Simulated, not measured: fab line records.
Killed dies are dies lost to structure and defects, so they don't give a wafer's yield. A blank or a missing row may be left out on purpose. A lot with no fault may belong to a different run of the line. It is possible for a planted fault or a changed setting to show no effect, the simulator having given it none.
Chamber matching | flow n5_finfet | N5_BEOL_M12_ETCH_67 on rie_diel-02 has 4 sister chambers
The step etches SiARC in CF4, target depth 143 nm, time 238.3 s. 7 wafers are shown with their chamber, then 7 later ones without.

WAFERS WITH THEIR CHAMBER
wafer  | chamber | showerhead_plenum_p_Torr (Torr) | throttle_valve_pct (%)
L080.3 | 3       | 2.11                            | 15.89
L082.3 | 1       | 2.15                            | 15.78
L084.2 | 0       | 2.13                            | 15.57
L084.3 | 2       | 2.21                            | 15.40
L084.4 | 2       | 2.21                            | 15.40
L086.2 | 0       | 2.12                            | 15.59
L086.4 | 3       | 2.11                            | 15.41

WAFERS WITHOUT THEIR CHAMBER
wafer  | showerhead_plenum_p_Torr (Torr) | throttle_valve_pct (%)
L086.5 | 2.14                            | 15.79
L090.3 | 2.11                            | 15.43
L090.4 | 2.21                            | 15.44
L090.6 | 2.11                            | 15.41
L093.1 | 2.14                            | 15.80
L093.2 | 2.11                            | 15.42
L093.6 | 2.11                            | 15.44

WHICH CHAMBER EACH ONE RAN IN
wafer  | from the rows above     | in truth
L086.5 | can't be placed: 1 or 0 | 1
L090.3 | 3                       | 3
L090.4 | 2                       | 2
L090.6 | 3                       | 3
L093.1 | can't be placed: 1 or 0 | 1
L093.2 | 3                       | 3
L093.6 | 3                       | 3
5 of 7 placed correctly. Cannot be placed on the basis of these rows: 2; the candidates contain the true chamber in 2. Placed wrongly: 0.
How it was worked out, from the rows above alone: a wafer's distance from a chamber is the root of the sum, over the readings, of the square of ((its reading less the chamber's mean) divided by the reading's scatter). If the next closest chamber is less than 2 further off than the closest, the wafer can't be placed; otherwise it belongs to the closest. For every chamber, the mean is computed from those of its wafers that are shown. The scatter: take each reading less its chamber's mean, square it, sum over the shown wafers, divide by the number of wafers less the number of chambers, and take the root.
